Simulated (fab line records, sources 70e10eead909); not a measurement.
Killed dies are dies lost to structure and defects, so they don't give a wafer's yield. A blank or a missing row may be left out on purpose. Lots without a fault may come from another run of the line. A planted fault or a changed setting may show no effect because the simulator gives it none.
fab line records | flow nand_harc | part 2 of 2: steps 15 to 15 of 15
record lots=7 wafers=21 last_day=24
route steps=1159 shown A_CONTACT@891 END@1159
lots that met no fault: from a run of the same line without faults
start_h: hours from the record's first day to the start of the lot's first wafer shown | wait_h: hours since the lot's step before | " the same as in the row above | L1.1+2: a row that stands for several wafers | - no value, or no start given | * or withheld: withheld | < > ~ a bound
route shown NAME@n: a module of which the file shows steps, and the number in the route of the first | usual: mean/standard deviation of fault-free wafers | same: alike in all rows | chamber/n: place in a boat | sites: the reading at each site | _std_site: their standard deviation | _edge_site: outer sites' mean less inner sites' | radius_mm: how far each site lies from the wafer's centre | mask NAME#n: copy n | behind: the tool/chamber that last shaped the wafer | hold: why the lot was held/for how many hours/how that ended | device: the transistor (n, p or np) that didn't switch | end of line: the same wafers' tests at the end of the route | a step without rows: its recipe alone | killed: dies lost to structure and defects at the first sort, not the wafer's yield | map: a wafer's dies, x killed, . not, _ none there
set.NAME: the setting as run; set.NAME@STEP: as run at that earlier step | model.NAME: the simulator's own value behind a step, which no gauge read
lots at some steps of the route; a table a step, a row a wafer
services: from which hour (start_h, from the record's first day; less than 0 if before it) a tool's chamber was out of use, for how many hours, and why
## steps
# step NHARC_END_SORT_01
# recipe temp_c=25
# usual killed_at_array=21/8.9 killed_at_other=0.8/1.3 killed_at_periphery=3.6/2.4 killed_dies=26/8.9 killed_open=3.1/1.8 killed_short=1.9/1.3
# same gross_dies=677
# columns lot.wafer tool chamber start_h wait_h hold killed_at_array killed_at_other killed_at_periphery killed_dies killed_open killed_short
L396.1 prober-02 0 446.15 2.5 - 19 0 6 25 3 1
L396.4 prober-02 0 448.51 3.4 - 22 0 0 22 6 1
L396.5 prober-02 0 449.29 3.6 - 15 0 1 16 2 2
L405.1 prober-02 0 493.81 2.5 - 15 0 5 20 6 3
L405.5 prober-02 0 496.96 3.7 - 7 0 7 14 2 1
L405.6 prober-02 0 497.75 3.9 - 11 0 7 18 2 2
L408.1 prober-01 0 515.71 2.5 await_dispo/4.7h/scrap 675 0 2 677 1 3
L408.3 prober-01 0 517.32 3.1 await_dispo/4.7h/scrap 665 1 11 677 1 3
L408.4 prober-01 0 518.13 3.4 await_dispo/4.7h/scrap 672 1 4 677 1 1
L407.2 prober-01 0 524.34 2.8 await_dispo/9.5h/scrap 669 0 8 677 6 1
L407.4 prober-01 0 525.94 3.4 await_dispo/9.5h/scrap 668 1 8 677 5 3
L407.5 prober-01 0 526.74 3.7 await_dispo/9.5h/scrap 675 0 2 677 2 0
L406.2 prober-02 0 529.36 2.8 await_dispo/1.6h/scrap 673 0 4 677 2 2
L406.5 prober-02 0 531.77 3.7 await_dispo/1.6h/scrap 669 1 7 677 2 2
L406.6 prober-02 0 532.58 4.0 await_dispo/1.6h/scrap 671 1 5 677 7 5
L412.1 prober-01 0 551.08 2.5 - 23 1 6 30 3 5
L412.4 prober-01 0 553.49 3.4 - 30 0 1 31 4 3
L412.5 prober-01 0 554.29 3.7 - 21 0 2 23 4 2
L416.1 prober-02 0 566.59 2.5 - 15 0 6 21 1 1
L416.2 prober-02 0 567.39 2.8 - 18 0 7 25 2 2
L416.4 prober-02 0 568.98 3.4 - 20 2 2 24 4 1
# killed by level:class
L396.1 A_SLIT:chamber_film_flake=8 A_CONTACT:chamber_film_flake=7 P_STI:chamber_film_flake=3 P_CONTACT:geometric_particle:open=2 A_ONON_D1:geometric_particle:open=1 A_CHANNEL_FILL_D1:geometric_particle:short=1 P_ZERO_WELL:chamber_film_flake=1 A_STAIRCASE:chamber_film_flake=1
L396.4 A_SLIT:chamber_film_flake=5 A_CHANNEL_HOLE_D1:chamber_film_flake=5 A_CHANNEL_FILL_D1:geometric_particle:open=2 A_STAIRCASE:chamber_film_flake=2 A_CONTACT:chamber_film_flake=2 A_ONON_D1:geometric_particle:open=1 A_SGD_CUT:geometric_particle:open=1 A_WL_FILL:geometric_particle:short=1
L396.5 A_SLIT:chamber_film_flake=5 A_STAIRCASE:chamber_film_flake=3 A_CONTACT:chamber_film_flake=2 P_CONTACT:geometric_particle:short=1 A_CHANNEL_HOLE_D1:geometric_particle:short=1 A_CHANNEL_HOLE_D1:geometric_particle:open=1 A_M0:geometric_particle:open=1 A_CHANNEL_HOLE_D1:chamber_film_flake=1
L405.1 A_CONTACT:chamber_film_flake=5 A_M0:geometric_particle:open=2 A_CHANNEL_HOLE_D1:chamber_film_flake=2 P_M0:geometric_particle:open=1 P_M1:geometric_particle:short=1 P_M1:geometric_particle:open=1 A_ONON_D1:geometric_particle:open=1 A_CHANNEL_HOLE_D1:geometric_particle:open=1
L405.5 P_M1:chamber_film_flake=3 A_CONTACT:chamber_film_flake=3 P_M1:geometric_particle:open=2 P_ZERO_WELL:chamber_film_flake=2 A_CHANNEL_HOLE_D1:chamber_film_flake=2 A_CHANNEL_HOLE_D1:geometric_particle:short=1 A_STAIRCASE:chamber_film_flake=1
L405.6 P_M1:chamber_film_flake=3 P_ZERO_WELL:chamber_film_flake=2 A_CHANNEL_HOLE_D1:chamber_film_flake=2 A_WL_FILL:chamber_film_flake=2 A_CONTACT:chamber_film_flake=2 P_M2:geometric_particle:open=1 A_CHANNEL_HOLE_D1:geometric_particle:short=1 A_M0:geometric_particle:open=1
L408.1 A_CONTACT:area_etch=662 A_CHANNEL_HOLE_D1:chamber_film_flake=6 A_CONTACT:chamber_film_flake=4 P_M0:geometric_particle:short=1 A_ONON_D1:geometric_particle:short=1 A_CONTACT:geometric_particle:short=1 A_CONTACT:geometric_particle:open=1 P_ZERO_WELL:chamber_film_flake=1
L408.3 A_CONTACT:area_etch=653 P_M2:chamber_film_flake=8 A_CONTACT:chamber_film_flake=4 P_ZERO_WELL:chamber_film_flake=2 A_CHANNEL_HOLE_D1:chamber_film_flake=2 P_M0:geometric_particle:short=1 A_SGD_CUT:geometric_particle:short=1 A_SGD_CUT:geometric_particle:open=1
L408.4 A_CONTACT:area_etch=657 A_CONTACT:chamber_film_flake=6 A_CHANNEL_HOLE_D1:chamber_film_flake=4 P_M2:chamber_film_flake=3 A_WL_FILL:chamber_film_flake=2 P_CONTACT:geometric_particle:short=1 A_CONTACT:geometric_particle:open=1 A_ZERO_WELL:chamber_film_flake=1
L407.2 A_CONTACT:area_etch=634 A_CHANNEL_HOLE_D1:chamber_film_flake=24 P_ZERO_WELL:chamber_film_flake=5 A_M0:geometric_particle:open=3 A_SLIT:chamber_film_flake=3 A_CONTACT:chamber_film_flake=3 P_CONTACT:geometric_particle:open=1 P_M0:geometric_particle:open=1
L407.4 A_CONTACT:area_etch=640 A_CHANNEL_HOLE_D1:chamber_film_flake=18 A_SLIT:chamber_film_flake=6 P_ZERO_WELL:chamber_film_flake=3 P_CONTACT:geometric_particle:open=1 P_M0:geometric_particle:open=1 P_M2:geometric_particle:short=1 A_ONON_D1:geometric_particle:open=1
L407.5 A_CONTACT:area_etch=648 A_CHANNEL_HOLE_D1:chamber_film_flake=16 A_SLIT:chamber_film_flake=5 A_CONTACT:chamber_film_flake=3 P_ZERO_WELL:chamber_film_flake=2 A_CONTACT:geometric_particle:open=1 A_M0:geometric_particle:open=1 A_WL_FILL:chamber_film_flake=1
L406.2 A_CONTACT:area_etch=658 A_SLIT:chamber_film_flake=5 A_CONTACT:chamber_film_flake=4 A_CHANNEL_HOLE_D1:chamber_film_flake=3 P_ZERO_WELL:chamber_film_flake=2 P_STI:geometric_particle:short=1 A_CONTACT:geometric_particle:open=1 A_BLC:geometric_particle:open=1
L406.5 A_CONTACT:area_etch=656 A_SLIT:chamber_film_flake=3 A_CHANNEL_HOLE_D1:chamber_film_flake=3 A_CONTACT:chamber_film_flake=3 P_ZERO_WELL:chamber_film_flake=2 P_STI:chamber_film_flake=2 P_M2:chamber_film_flake=2 P_CONTACT:geometric_particle:open=1
L406.6 A_CONTACT:area_etch=651 A_SLIT:chamber_film_flake=8 A_CONTACT:geometric_particle:open=4 A_BLC:geometric_particle:short=2 P_GATE:chamber_film_flake=2 A_CONTACT:chamber_film_flake=2 P_M0:geometric_particle:open=1 P_M1:geometric_particle:short=1
L412.1 A_CHANNEL_HOLE_D1:chamber_film_flake=19 P_M0:geometric_particle:short=2 P_GATE:geometric_particle:open=1 P_CONTACT:geometric_particle:open=1 A_SOURCE_PLATE:geometric_particle:short=1 A_CONTACT:geometric_particle:open=1 A_M1:geometric_particle:short=1 STARTING-WAFER:geometric_particle:short=1
L412.4 A_CHANNEL_HOLE_D1:chamber_film_flake=20 A_STAIRCASE:chamber_film_flake=3 A_ONON_D1:geometric_particle:short=2 P_GATE:geometric_particle:open=1 A_CHANNEL_FILL_D1:geometric_particle:open=1 A_WL_FILL:geometric_particle:open=1 A_WL_FILL:geometric_particle:short=1 A_BLC:geometric_particle:open=1
L412.5 A_CHANNEL_HOLE_D1:chamber_film_flake=16 A_CONTACT:geometric_particle:open=2 P_GATE:geometric_particle:open=1 P_CONTACT:geometric_particle:open=1 A_WL_FILL:geometric_particle:short=1 A_M1:geometric_particle:short=1 A_WL_FILL:chamber_film_flake=1
L416.1 A_M1:chamber_film_flake=4 P_GATE:chamber_film_flake=3 A_CHANNEL_HOLE_D1:chamber_film_flake=3 A_STAIRCASE:chamber_film_flake=3 A_CONTACT:chamber_film_flake=3 P_ZERO_WELL:chamber_film_flake=2 P_M0:geometric_particle:short=1 A_CONTACT:geometric_particle:open=1
L416.2 A_CONTACT:chamber_film_flake=5 P_ZERO_WELL:chamber_film_flake=4 A_CHANNEL_HOLE_D1:chamber_film_flake=4 A_ZERO_WELL:chamber_film_flake=2 A_STAIRCASE:chamber_film_flake=2 A_ONON_D1:geometric_particle:short=1 A_ONON_D1:geometric_particle:open=1 A_WL_FILL:geometric_particle:short=1
L416.4 A_CONTACT:chamber_film_flake=7 A_M1:chamber_film_flake=6 STARTING-WAFER:geometric_particle:open=2 A_CHANNEL_HOLE_D1:chamber_film_flake=2 A_CHANNEL_FILL_D1:chamber_film_flake=2 P_STI:geometric_particle:open=1 A_CHANNEL_HOLE_D1:geometric_particle:short=1 A_CONTACT:geometric_particle:open=1
# map L406.2 (x killed, . not)
____________x____________
_________xxxxxxx_________
_______xxxxxxxxxxx_______
______xxxxxxxxxxxxx______
_____xxxxxxxxxxxxxxx_____
____xxxxxxxxxxxxxxxxx____
____xxxxxxxxxxxxxxxxx____
___xxxxxxxxxxxxxxxxxxx___
___xxxxxxxxxxxxxxxxxxx___
__xxxxxxxxxxxxxxxxxxxxx__
__xxxxxxxxxxxxxxxxxxxxx__
_xxxxxxxxxxxxxxxxxxxxxxx_
_xxxxxxxxxxxxxxxxxxxxxxx_
_xxxxxxxxxxxxxxxxxxxxxxx_
_xxxxxxxxxxxxxxxxxxxxxxx_
_xxxxxxxxxxxxxxxxxxxxxxx_
xxxxxxxxxxxxxxxxxxxxxxxxx
xxxxxxxxxxxxxxxxxxxxxxxxx
xxxxxxxxxxxxxxxxxxxxxxxxx
xxxxxxxxxxxxxxxxxxxxxxxxx
xxxxxxxxxxxxxxxxxxxxxxxxx
_xxxxxxxxxxxxxxxxxxxxxxx_
_xxxxxxxxxxxxxxxxxxxxxxx_
_xxxxxxxxxxxxxxxxxxxxxxx_
_xxxxxxxxxxxxxxxxxxxxxxx_
_xxxxxxxxxxxxxxxxxxxxxxx_
__xxxxxxxxxxxxxxxxxxxxx__
__xxxxxxxxxxxxxxxxxxxxx__
___xxxxxxxxxxxxxxxxxxx___
___xxxxxxxxxxxxxxxxxxx___
____xxxxxxxxxxxxxxxxx____
____xxxxxxxxxxxxxxxxx____
_____xxxxxxxxxxxxxxx_____
______xxxxxxxxxxxxx______
_______xxxxxxxxxxx_______
_________xxxxxxx_________
____________x____________
# map L407.2 (x killed, . not)
____________x____________
_________xxxxxxx_________
_______xxxxxxxxxxx_______
______xxxxxxxxxxxxx______
_____xxxxxxxxxxxxxxx_____
____xxxxxxxxxxxxxxxxx____
____xxxxxxxxxxxxxxxxx____
___xxxxxxxxxxxxxxxxxxx___
___xxxxxxxxxxxxxxxxxxx___
__xxxxxxxxxxxxxxxxxxxxx__
__xxxxxxxxxxxxxxxxxxxxx__
_xxxxxxxxxxxxxxxxxxxxxxx_
_xxxxxxxxxxxxxxxxxxxxxxx_
_xxxxxxxxxxxxxxxxxxxxxxx_
_xxxxxxxxxxxxxxxxxxxxxxx_
_xxxxxxxxxxxxxxxxxxxxxxx_
xxxxxxxxxxxxxxxxxxxxxxxxx
xxxxxxxxxxxxxxxxxxxxxxxxx
xxxxxxxxxxxxxxxxxxxxxxxxx
xxxxxxxxxxxxxxxxxxxxxxxxx
xxxxxxxxxxxxxxxxxxxxxxxxx
_xxxxxxxxxxxxxxxxxxxxxxx_
_xxxxxxxxxxxxxxxxxxxxxxx_
_xxxxxxxxxxxxxxxxxxxxxxx_
_xxxxxxxxxxxxxxxxxxxxxxx_
_xxxxxxxxxxxxxxxxxxxxxxx_
__xxxxxxxxxxxxxxxxxxxxx__
__xxxxxxxxxxxxxxxxxxxxx__
___xxxxxxxxxxxxxxxxxxx___
___xxxxxxxxxxxxxxxxxxx___
____xxxxxxxxxxxxxxxxx____
____xxxxxxxxxxxxxxxxx____
_____xxxxxxxxxxxxxxx_____
______xxxxxxxxxxxxx______
_______xxxxxxxxxxx_______
_________xxxxxxx_________
____________x____________
## services
# columns tool chamber start_h hours kind
rie_diel-07 0 359.95 - clean
rie_diel-07 1 359.95 - clean
rie_diel-07 2 359.95 - clean
rie_diel-07 3 359.95 - clean
rie_diel-07 2 368.52 7.9 repair
rie_diel-03 1 370.70 3.7 repair
rie_diel-03 2 373.90 5.3 repair
rie_diel-07 1 381.97 31.8 repair
rie_diel-07 0 384.66 - clean
rie_diel-07 2 384.66 - clean
rie_diel-07 3 384.66 - clean
rie_diel-03 - 392.98 9.0 pm
rie_diel-07 - 405.26 9.0 pm
rie_diel-07 0 405.26 9.0 vent_cycle
rie_diel-07 2 405.26 9.0 vent_cycle
rie_diel-07 3 405.26 9.0 vent_cycle
rie_diel-07 0 414.26 - clean
rie_diel-07 1 414.26 - clean
rie_diel-07 2 414.26 - clean
rie_diel-07 3 414.26 - clean
rie_diel-07 2 448.88 4.5 repair
rie_diel-07 3 479.40 6.8 repair
rie_diel-03 0 483.23 6.2 repair
rie_diel-03 3 496.21 1.4 repair
## key
first_sign step=NHARC_A_CONTACT_ETCH_78 reading=tool_record direction=missing
effect step=NHARC_END_SORT_01 reading=killed_dies direction=up sigmas=73 usual=26 struck=677
more_kills_born_at NHARC_A_CONTACT_ETCH_78@rie_diel-03=3937 NHARC_A_CONTACT_ETCH_78@rie_diel-07=1922
met_at NHARC_A_CONTACT_ETCH_78
struck_wafers L406.2,L406.5,L406.6,L407.2,L407.4,L407.5,L408.1,L408.3,L408.4
later_rows_left_out L406.2,L406.5,L406.6,L407.2,L407.4,L407.5,L408.1,L408.3,L408.4
tester_left_out L406,L407,L408
onset_between 436.20 445.15
fault kind=skipped_step_whole tool=rie_diel-03,rie_diel-07 chamber=- onset_h=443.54 steps=NHARC_A_CONTACT_ETCH_78 scope=struck_lots_only
# tester_left_out: of these lots the tester's yield and bins aren't shown, on N5 and GAA mostly nor the transistor test; their killed dies are dies lost to structure and defects alone, not to doping, threshold or leakage, so they don't give the yield
# later_rows_left_out: the simulator's readings of these wafers behind a module that went badly wrong aren't trusted and aren't shown, but for the sort
